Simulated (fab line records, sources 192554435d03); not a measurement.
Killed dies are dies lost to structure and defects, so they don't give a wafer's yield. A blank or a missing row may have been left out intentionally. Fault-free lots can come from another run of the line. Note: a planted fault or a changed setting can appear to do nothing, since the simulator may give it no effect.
fab line records	flow n5_finfet
record lots=10	wafers=30	last_day=17
route steps=1938 shown BEOL_M4@1111 TV_LITHO@1883 PASSIVATION@1915
lots that met no fault: taken from a fault-free run of the same line
start_h: start of the lot's first displayed wafer, in hours after the record's first day	wait_h: hours since the lot's step before	" identical to the entry in the row above	L1.1+2: one row covering several wafers at once	- no value, or no start was given	* or withheld: withheld	< > ~ a bound
route shown NAME@n: names a module that has steps shown in the file, with the first one's number in the route	usual: mean/standard deviation of fault-free wafers	same: alike in all rows	chamber/n: place in a boat	sites: the reading at each site	_std_site: standard deviation across them	_edge_site: mean of outer sites minus mean of inner sites	radius_mm: how far each site lies from the wafer's centre	mask NAME#n: copy n	behind: the most recent tool/chamber to have shaped the wafer	hold: the reason the lot was held/the length of the hold in hours/how it ended	device: whichever transistor did not switch (one of n, p or np)	end of line: the tests these same wafers got at the end of their route	for a step that has no rows: nothing shown but its recipe	killed: count of dies lost to structure and defects at first sort (not the wafer's yield)	map: the dies of a wafer, with x for killed, . for not killed, _ for no die there
set.NAME: the setting as run; set.NAME@STEP: as run at that earlier step	model.NAME: the simulator's own value behind a step, which no gauge read
route steps across a sampled set of lots; one table per step, one row per wafer
services: a tool's chamber out of use, with start hour (start_h, from the record's first day; less than 0 if before it), hours out, and reason
## steps
# step N5_BEOL_M4_RC_MEAS_101
# usual DIBL_N=35.9/1.3	DIBL_P=35.9/1.6	IOFF_N=0.156/0.022	IOFF_P=0.205/0.023	ION_N=675/9	ION_P=463/5.6	SS_N=71.4/0.57	SS_P=73.1/0.52	VT_N=249.7/2.8	VT_P=-250.2/2.5
lot.wafer	tool	chamber	start_h	wait_h	DIBL_N[mV/V]	DIBL_P[mV/V]	IOFF_N[nA/um]	IOFF_P[nA/um]	ION_N[uA/um]	ION_P[uA/um]	SS_N[mV/dec]	SS_P[mV/dec]	VT_N[mV]	VT_P[mV]
L760.1	prober-01	0	197.44	0.0	35.5	36.9	0.157	0.188	677	460	70.8	73.3	249.9	-252.9
L760.3	"	0	"	"	36.9	38.7	0.190	0.218	691	466	71.9	73.0	248.4	-249.9
L760.5	"	0	"	"	37.6	39.1	0.204	0.226	688	459	72.4	73.5	246.2	-252.3
L762.1	prober-02	0	199.79	0.0	35.1	35.5	0.141	0.200	668	464	71.0	73.1	250.5	-250.8
L762.4	"	0	"	"	32.9	32.3	0.109	0.162	660	461	70.1	71.7	255.8	-251.4
L762.6	"	0	"	"	33.3	33.4	0.113	0.169	665	465	71.1	72.5	254.9	-250.0
L761.2	prober-01	0	200.09	0.2	37.7	37.3	0.194	0.240	682	469	72.6	73.0	245.2	-246.3
L761.4	"	0	"	"	36.2	35.6	0.164	0.216	675	465	71.2	72.9	248.1	-247.6
L761.5	"	0	"	"	37.6	38.0	0.195	0.256	681	470	71.1	73.4	243.1	-247.4
L763.3	prober-02	0	205.60	0.3	34.7	35.5	0.136	0.218	673	467	71.1	72.3	249.2	-247.6
L763.4	"	0	"	"	37.3	38.2	0.170	0.266	675	472	72.1	73.3	248.7	-243.5
L763.5	"	0	"	"	35.3	35.8	0.142	0.223	679	474	71.8	72.5	250.7	-248.0
L764.2	prober-02	0	222.86	0.2	37.2	36.4	0.155	0.213	672	463	72.2	73.2	249.8	-249.4
L764.3	"	0	"	"	35.3	34.1	0.128	0.190	656	456	71.9	72.2	253.4	-249.6
L764.6	"	0	"	"	35.9	35.7	0.136	0.205	661	459	71.6	73.4	250.5	-251.1
L765.3	prober-01	0	225.88	0.3	35.3	34.7	0.144	0.198	676	461	70.3	72.7	252.4	-253.1
L765.4	"	0	"	"	35.4	34.5	0.139	0.194	667	460	70.1	73.5	251.9	-251.6
L765.5	"	0	"	"	35.5	34.6	0.142	0.196	668	455	71.1	73.1	251.9	-250.6
L767.2	prober-01	0	229.67	0.2	35.9	36.0	0.162	0.199	670	461	71.2	72.5	247.1	-250.7
L767.4	"	0	"	"	35.2	35.3	0.151	0.188	678	465	71.4	72.7	245.8	-251.3
L767.5	"	0	"	"	35.7	35.8	0.155	0.194	670	462	71.5	73.0	246.7	-252.4
L768.1	prober-02	0	232.97	0.0	36.5	36.7	0.175	0.234	696	470	71.0	74.0	247.7	-250.7
L768.2	"	0	"	"	33.9	34.2	0.130	0.192	676	469	71.2	73.2	251.0	-249.3
L768.6	"	0	"	"	35.3	34.9	0.142	0.204	682	468	71.3	73.2	249.8	-249.6
L769.1	prober-02	0	235.90	0.0	37.2	36.7	0.181	0.257	677	469	72.4	73.4	246.8	-245.6
L769.2	"	0	"	"	36.3	35.5	0.157	0.219	664	464	72.0	72.3	250.5	-248.8
L769.3	"	0	"	"	36.0	35.5	0.153	0.230	669	474	71.7	73.2	252.2	-247.1
L779.2	prober-02	0	298.43	0.2	38.9	38.9	0.200	0.240	683	463	71.4	74.7	246.9	-249.0
L779.3	"	0	"	"	38.1	36.9	0.182	0.209	680	460	71.7	73.5	248.8	-250.7
L779.6	"	0	"	"	37.4	36.3	0.172	0.203	680	462	71.7	73.1	250.2	-252.5
# step N5_PASSIVATION_CD_MEAS_10
# recipe target_cd_nm=3000	landing_energy_ev=500	detector=se_inlens
# usual cd_nm=3000.5/2.3
lot.wafer	tool	chamber	start_h	wait_h	cd_nm
L760.1	cd_sem-03	0	286.13	-	2995.7
L760.3	"	0	"	"	2997.8
L760.5	"	0	"	"	2996.3
L761.2	cd_sem-02	0	297.54	-	2999.4
L761.4	"	0	"	"	3001.9
L761.5	"	0	"	"	2999.9
L762.1	cd_sem-02	0	298.06	-	3002.8
L762.4	"	0	"	"	3003.6
L762.6	"	0	"	"	3004.3
L763.3	cd_sem-03	0	298.51	-	3001.7
L763.4	"	0	"	"	2998.3
L763.5	"	0	"	"	3002.0
L764.2	cd_sem-02	0	322.16	-	3003.6
L764.3	"	0	"	"	3001.0
L764.6	"	0	"	"	3003.1
L765.3	cd_sem-01	0	327.19	-	3002.0
L765.4	"	0	"	"	3002.1
L765.5	"	0	"	"	3001.2
L768.1	cd_sem-03	0	332.57	-	3003.5
L768.2	"	0	"	"	3000.0
L768.6	"	0	"	"	3004.3
L767.2	cd_sem-03	0	335.52	-	3000.8
L767.4	"	0	"	"	3001.9
L767.5	"	0	"	"	3002.1
L769.1	cd_sem-02	0	338.91	-	3003.0
L769.2	"	0	"	"	3001.9
L769.3	"	0	"	"	3003.3
L779.2	cd_sem-03	0	402.43	-	3002.5
L779.3	"	0	"	"	3003.8
L779.6	"	0	"	"	3001.8
# step N5_PASSIVATION_PECVD_53
# recipe material=SiO2	target_thk_a=8000	temp_c=400	precursor=TEOS/O2	pressure_torr=6.5	rf_w=withheld	teos_flow_sccm=withheld	gas=O2	flow_sccm=2650	time_s=169.4
# usual run_length_s=197.2/0.61
lot.wafer	tool	chamber	start_h	wait_h	run_length_s
L760.1	pecvd-03	2	289.96	0.0	197.4
L760.3	"	0	"	"	197.6
L760.5	"	1	"	"	198.3
L761.2	pecvd-02	2	300.53	0.0	196.6
L761.4	"	1	"	"	197.0
L761.5	"	2	"	"	196.7
L762.1	pecvd-02	0	301.11	0.0	197.0
L762.4	"	1	"	"	197.1
L762.6	"	0	"	"	196.6
L763.3	pecvd-02	2	302.15	0.0	196.8
L763.4	"	1	"	"	197.2
L763.5	"	2	"	"	197.1
L764.2	pecvd-04	2	325.05	0.0	197.6
L764.3	"	1	"	"	198.2
L764.6	"	2	"	"	197.5
L765.3	pecvd-03	1	329.94	0.0	198.1
L765.4	"	2	"	"	197.7
L765.5	"	1	"	"	198.2
L768.1	pecvd-02	0	335.69	0.0	196.5
L768.2	"	1	"	"	197.1
L768.6	"	2	"	"	196.6
L767.2	pecvd-03	1	338.51	0.0	198.3
L767.4	"	0	"	"	197.4
L767.5	"	2	"	"	196.9
L769.1	pecvd-02	2	341.95	0.0	210.1
L769.2	"	0	"	"	196.6
L769.3	"	1	"	"	196.9
L779.2	pecvd-04	1	405.29	0.0	198.2
L779.3	"	0	"	"	196.5
L779.6	"	0	"	"	196.8
# step N5_PASSIVATION_INSPECT_67
# recipe mode=adi	inspect_instrument=macro
# usual raw_defect_count=2.1/1.4
lot.wafer	tool	chamber	start_h	wait_h	raw_defect_count
L760.1	defect_inspect-02	-	290.56	0.0	4
L760.3	"	-	"	"	1
L760.5	"	-	"	"	2
L761.2	defect_inspect-02	-	301.13	0.0	5
L761.4	"	-	"	"	3
L761.5	"	-	"	"	1
L762.1	defect_inspect-02	-	301.71	0.0	2
L762.4	"	-	"	"	0
L762.6	"	-	"	"	4
L763.3	defect_inspect-01	-	302.75	0.0	5
L763.4	"	-	"	"	1
L763.5	"	-	"	"	4
L764.2	defect_inspect-02	-	325.77	0.0	0
L764.3	"	-	"	"	3
L764.6	"	-	"	"	1
L765.3	defect_inspect-01	-	330.68	0.0	4
L765.4	"	-	"	"	0
L765.5	"	-	"	"	1
L768.1	defect_inspect-01	-	336.28	0.0	1
L768.2	"	-	"	"	2
L768.6	"	-	"	"	3
L767.2	defect_inspect-02	-	339.11	0.0	3
L767.4	"	-	"	"	1
L767.5	"	-	"	"	0
L769.1	defect_inspect-01	-	342.68	0.0	4
L769.2	"	-	"	"	2
L769.3	"	-	"	"	1
L779.2	defect_inspect-01	-	405.89	0.0	1
L779.3	"	-	"	"	5
L779.6	"	-	"	"	2
# step N5_PASSIVATION_STRIP_48
# recipe chemistry=O2	power_w=600	temp_c=60	pressure_mtorr=30	rf_frequency_hz=6e+07	bias_power_w=0	overash_fraction=0.5	o2_flow_sccm=225
# usual drypump_motor_current_A=5.9/0.35	oes_product_au=0.81/0.11	rf_vpp_V=3.7/2.4	showerhead_plenum_p_Torr=2.11/0.061	throttle_valve_pct=16.70/0.25
lot.wafer	tool	chamber	start_h	wait_h	drypump_motor_current_A	oes_product_au	rf_hours_counter_h	rf_vpp_V	showerhead_plenum_p_Torr	throttle_valve_pct
L760.1	rie_diel-04	2	291.15	0.1	6.1	0.72	205	5.8	2.07	17.09
L760.3	"	0	"	"	6.4	0.99	9	1.2	2.16	16.45
L760.5	"	3	"	"	6.2	0.70	-	5.0	2.07	16.93
L761.2	rie_diel-03	1	301.72	0.1	5.4	0.71	211	2.9	1.99	16.44
L761.4	"	2	"	"	5.8	0.81	93	8.5	2.21	16.48
L761.5	"	3	"	"	5.5	0.70	-	2.4	2.08	17.10
L762.1	rie_diel-04	2	302.80	0.1	6.0	0.70	209	4.9	2.07	17.06
L762.4	"	0	"	"	6.3	0.95	13	4.9	2.16	16.52
L762.6	"	0	"	"	6.2	0.98	-	2.3	2.16	16.51
L763.3	rie_diel-03	2	304.15	0.1	5.8	0.82	94	4.4	2.21	16.45
L763.4	"	3	"	"	5.5	0.69	225	1.7	2.08	17.15
L763.5	"	0	"	"	5.6	0.94	-	2.6	2.15	16.64
L764.2	rie_diel-03	3	326.38	0.1	5.5	0.68	232	0.9	2.07	17.07
L764.3	"	2	"	"	5.8	0.83	100	1.2	2.21	16.39
L764.6	"	3	"	"	5.5	0.70	-	0.3	2.07	17.13
L765.3	rie_diel-04	3	331.67	0.2	6.3	0.73	-	1.4	2.06	17.05
L765.4	"	2	"	"	6.1	0.70	-	2.2	2.06	17.13
L765.5	"	2	"	"	6.1	0.72	-	1.8	2.06	17.09
L768.1	rie_diel-04	3	336.92	0.1	6.3	0.69	237	6.1	2.06	17.02
L768.2	"	2	"	"	6.0	0.68	223	0.4	2.06	17.14
L768.6	"	3	"	"	6.3	0.69	-	3.3	2.06	17.07
L767.2	rie_diel-05	1	340.18	0.1	5.5	0.65	243	3.4	2.15	16.92
L767.4	"	0	"	"	5.7	0.81	87	2.6	2.21	16.39
L767.5	"	2	"	"	5.5	0.77	-	2.5	2.11	16.67
L769.1	rie_diel-04	2	343.48	0.1	6.1	0.67	226	3.4	2.06	17.12
L769.2	"	1	"	"	6.4	0.88	44	3.0	2.14	16.73
L769.3	"	0	"	"	6.4	0.91	23	7.7	2.15	16.53
L779.2	rie_diel-03	2	406.47	0.1	5.8	0.76	137	2.9	2.19	16.61
L779.3	"	3	"	"	5.5	1.06	1	7.2	2.07	16.67
L779.6	"	2	"	"	5.8	0.74	-	0.9	2.19	16.53
# step N5_PASSIVATION_PROBE_49
# usual defect_limited_yield=91.3/1.4	killed_at_M0_to_M3=35/11	killed_at_M4_up=14/5.4	killed_at_contacts=12/6.2	killed_at_front_end=38/11	killed_at_other=4.1/2.8	killed_dies=103/17	killed_open=66/13	killed_short=34/8.2	sort_bin_5_function=5.1/0.89	sort_bin_6_memory=3.3/0.72	sort_n_pass=1077/17	sort_yield_pct=91.3/1.4
# same gross_dies=1180	killed_at_back_side=0	sort_bin_4_leakage[%]=0	sort_bin_8_speed[%]=0
lot.wafer	tool	chamber	start_h	wait_h	defect_limited_yield[%]	killed_at_M0_to_M3	killed_at_M4_up	killed_at_contacts	killed_at_front_end	killed_at_other	killed_dies	killed_open	killed_short	sort_bin_5_function[%]	sort_bin_6_memory[%]	sort_n_pass	sort_yield_pct[%]
L761.2	prober-02	-	304.26	0.1	89.4	33	21	28	34	9	125	77	42	6.2	3.6	1055	89.4
L761.4	prober-02	-	304.36	0.2	90.1	40	14	26	31	6	117	74	38	5.7	4.0	1063	90.1
L761.5	prober-02	-	304.41	0.2	90.2	40	9	13	50	4	116	58	55	5.4	3.6	1064	90.2
L762.1	prober-01	-	305.29	0.0	91.1	38	15	11	34	7	105	65	36	5.0	3.1	1075	91.1
L762.4	prober-01	-	305.44	0.2	92.4	16	14	24	33	3	90	64	22	4.4	3.1	1090	92.4
L762.6	prober-01	-	305.54	0.3	90.0	35	10	18	53	2	118	64	53	5.8	3.6	1062	90.0
L764.6	prober-01	-	329.12	0.3	92.5	33	13	8	28	7	89	53	32	4.4	2.9	1091	92.5
L765.3	prober-01	-	334.87	0.1	89.9	24	13	26	54	2	119	76	39	6.2	3.6	1061	89.9
L765.4	prober-01	-	334.92	0.2	91.0	23	15	22	43	3	106	69	34	5.1	3.6	1074	91.0
L765.5	prober-01	-	334.97	0.2	91.9	25	14	18	36	2	95	64	28	6.0	1.9	1085	91.9
L768.1	prober-02	-	339.41	0.0	91.4	40	15	9	36	1	101	64	37	5.0	3.5	1079	91.4
L768.2	prober-02	-	339.46	0.1	89.0	58	25	18	25	4	130	77	52	6.8	4.1	1050	89.0
L768.6	prober-02	-	339.66	0.3	89.5	50	16	18	36	4	124	64	59	6.3	3.6	1056	89.5
L769.1	prober-02	-	345.97	0.0	70.8	24	13	11	38	258	344	59	29	25.8	3.1	836	70.8
L769.2	prober-02	-	346.02	0.1	91.5	37	10	8	40	5	100	67	31	5.5	2.6	1080	91.5
L769.3	prober-02	-	346.07	0.1	89.7	27	15	7	68	5	122	81	40	6.1	3.7	1058	89.7
# killed by level:class
L761.2 MOL_CONTACT_COAG:geometric_particle:open=22 BEOL_M4:geometric_particle:short=12 BEOL_M0_SAQP:geometric_particle:open=10 BEOL_M0_SAQP:geometric_particle:short=9 STI_FIN_REVEAL:geometric_particle:open=6 DUMMY_GATE:geometric_particle:open=6 MOL_CONTACT_COAG:geometric_particle:short=5 BEOL_M3:geometric_particle:open=5
L761.4 MOL_CONTACT_COAG:geometric_particle:open=20 BEOL_M0_SAQP:geometric_particle:short=11 BEOL_M1:geometric_particle:open=11 GATE_CUT:geometric_particle:short=8 BEOL_M4:geometric_particle:open=7 BEOL_M0_SAQP:geometric_particle:open=6 FIN_SAQP:geometric_particle:open=5 DUMMY_GATE:geometric_particle:open=5
L761.5 BEOL_M0_SAQP:geometric_particle:short=14 BEOL_M2:geometric_particle:open=12 FIN_SAQP:geometric_particle:short=11 MOL_CONTACT_COAG:geometric_particle:open=11 GATE_CUT:geometric_particle:open=10 GATE_CUT:geometric_particle:short=9 BEOL_M0_SAQP:geometric_particle:open=6 FIN_SAQP:geometric_particle:open=5
L762.1 MOL_CONTACT_COAG:geometric_particle:open=9 BEOL_M1:geometric_particle:open=8 BEOL_M3:geometric_particle:open=8 FIN_SAQP:geometric_particle:short=7 BEOL_M2:geometric_particle:open=7 BEOL_M1:geometric_particle:short=5 STI_FIN_REVEAL:geometric_particle:open=4 DUMMY_GATE:geometric_particle:open=4
L762.4 MOL_CONTACT_COAG:geometric_particle:open=19 BEOL_M4:geometric_particle:open=10 MOL_CONTACT_COAG:geometric_particle:short=5 FIN_SAQP:geometric_particle:short=4 STI_FIN_REVEAL:geometric_particle:open=4 DUMMY_GATE:geometric_particle:open=4 GATE_CUT:geometric_particle:open=4 FIN_SAQP:geometric_particle:open=3
L762.6 FIN_SAQP:geometric_particle:short=16 STI_FIN_REVEAL:geometric_particle:open=11 MOL_CONTACT_COAG:geometric_particle:open=11 BEOL_M3:geometric_particle:open=8 MOL_CONTACT_COAG:geometric_particle:short=7 BEOL_M2:geometric_particle:open=5 GATE_CUT:geometric_particle:short=5 BEOL_M0_SAQP:geometric_particle:short=5
L764.6 FIN_SAQP:geometric_particle:open=7 BEOL_M3:geometric_particle:open=7 MOL_CONTACT_COAG:geometric_particle:open=6 BEOL_M0_SAQP:geometric_particle:short=6 STI_FIN_REVEAL:geometric_particle:open=5 BEOL_M0_SAQP:geometric_particle:open=5 ILD0:geometric_particle:short=4 BEOL_M1:geometric_particle:short=4
L765.3 MOL_CONTACT_COAG:geometric_particle:open=23 FIN_SAQP:geometric_particle:open=15 FIN_SAQP:geometric_particle:short=13 BEOL_M0_SAQP:geometric_particle:short=7 GATE_CUT:geometric_particle:open=6 STI_FIN_REVEAL:geometric_particle:open=5 BEOL_M4:geometric_particle:open=4 BEOL_M3:geometric_particle:open=4
L765.4 MOL_CONTACT_COAG:geometric_particle:open=14 STI_FIN_REVEAL:geometric_particle:open=11 MOL_CONTACT_COAG:geometric_particle:short=8 BEOL_M4:geometric_particle:open=8 FIN_SAQP:geometric_particle:open=7 FIN_SAQP:geometric_particle:short=6 BEOL_M2:geometric_particle:open=6 STI_FIN_REVEAL:geometric_particle:short=4
L765.5 MOL_CONTACT_COAG:geometric_particle:open=13 BEOL_M4:geometric_particle:open=10 DUMMY_GATE:geometric_particle:open=7 STI_FIN_REVEAL:geometric_particle:open=6 BEOL_M3:geometric_particle:short=6 BEOL_M1:geometric_particle:open=5 GATE_CUT:geometric_particle:open=4 MOL_CONTACT_COAG:geometric_particle:short=4
L768.1 FIN_SAQP:geometric_particle:open=14 BEOL_M1:geometric_particle:short=13 MOL_CONTACT_COAG:geometric_particle:open=8 BEOL_M0_SAQP:geometric_particle:short=7 BEOL_M0_SAQP:geometric_particle:open=6 BEOL_M2:geometric_particle:open=6 BEOL_M4:geometric_particle:open=5 BEOL_M4:geometric_particle:short=5
L768.2 BEOL_M0_SAQP:geometric_particle:short=16 BEOL_M0_SAQP:geometric_particle:open=15 MOL_CONTACT_COAG:geometric_particle:open=15 BEOL_M4:geometric_particle:open=11 BEOL_M1:geometric_particle:short=9 BEOL_M2:geometric_particle:open=8 BEOL_M4:geometric_particle:short=8 FIN_SAQP:geometric_particle:open=5
L768.6 BEOL_M0_SAQP:geometric_particle:short=12 BEOL_M2:geometric_particle:open=12 MOL_CONTACT_COAG:geometric_particle:open=11 BEOL_M1:geometric_particle:short=11 BEOL_M4:geometric_particle:short=11 FIN_SAQP:geometric_particle:short=9 BEOL_M0_SAQP:geometric_particle:open=8 MOL_CONTACT_COAG:geometric_particle:short=7
L769.1 PASSIVATION:area_pecvd=253 FIN_SAQP:geometric_particle:open=10 STI_FIN_REVEAL:geometric_particle:open=8 FIN_SAQP:geometric_particle:short=7 MOL_CONTACT_COAG:geometric_particle:open=7 BEOL_M0_SAQP:geometric_particle:short=5 BEOL_M3:geometric_particle:open=5 BEOL_M4:geometric_particle:open=5
L769.2 STI_FIN_REVEAL:geometric_particle:open=16 FIN_SAQP:geometric_particle:open=7 GATE_CUT:geometric_particle:short=6 BEOL_M0_SAQP:geometric_particle:open=6 BEOL_M1:geometric_particle:open=6 BEOL_M2:geometric_particle:open=6 MOL_CONTACT_COAG:geometric_particle:open=5 BEOL_M4:geometric_particle:open=5
L769.3 STI_FIN_REVEAL:geometric_particle:open=23 BEOL_M0_SAQP:geometric_particle:short=8 ILD0:geometric_particle:short=7 MOL_CONTACT_COAG:geometric_particle:open=7 FIN_SAQP:geometric_particle:open=6 FIN_SAQP:geometric_particle:short=6 BEOL_M4:geometric_particle:open=6 DUMMY_GATE:geometric_particle:open=5
## services
tool	chamber	start_h	hours	kind
rie_diel-04	0	266.18	6.3	repair
pecvd-02	-	274.24	0.2	repair
pecvd-02	-	274.66	5.5	pm
pecvd-04	-	292.55	1.2	repair
pecvd-03	-	294.43	10.2	repair
rie_diel-05	-	299.94	2.8	pm
rie_diel-03	-	321.59	0.2	repair
rie_diel-03	3	327.58	11.6	repair
rie_diel-04	1	328.03	7.2	repair
pecvd-02	2	349.91	6.0	repair
rie_diel-04	3	367.57	8.4	repair
rie_diel-04	3	383.30	-	clean
rie_diel-04	3	383.30	-	consumable_replace:focus_ring
rie_diel-04	3	383.30	17.9	scheduled_down
rie_diel-04	3	383.30	17.9	vent_cycle
rie_diel-03	3	383.65	-	clean
rie_diel-03	3	383.65	-	consumable_replace:focus_ring
rie_diel-03	3	383.65	21.6	scheduled_down
rie_diel-03	3	383.65	21.6	vent_cycle
pecvd-02	-	404.87	2.8	pm
rie_diel-04	2	404.94	-	clean
rie_diel-04	2	404.94	-	consumable_replace:focus_ring
rie_diel-03	1	405.25	-	clean
rie_diel-03	1	405.25	-	consumable_replace:focus_ring
## key
first_sign step=N5_PASSIVATION_PECVD_53	reading=run_length_s	direction=up	sigmas=21	usual=*	struck=*
effect step=N5_PASSIVATION_PROBE_49	reading=killed_at_other	direction=up	sigmas=91	usual=4.1	struck=258
more_kills_born_at N5_PASSIVATION_PECVD_53@pecvd-02=253
met_at N5_PASSIVATION_PECVD_53
struck_lots L769
struck_wafers L769.1
not_acting_at N5_PASSIVATION_CD_MEAS_10,N5_PASSIVATION_INSPECT_67,N5_PASSIVATION_STRIP_48
onset_between 335.69 341.95
fault kind=process_parameter_drift	tool=pecvd-02	chamber=2	onset_h=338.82	steps=N5_PASSIVATION_PECVD_53	channel=time_s	offset=*	shape=step	end_h=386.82	acts_in=*	stated=*
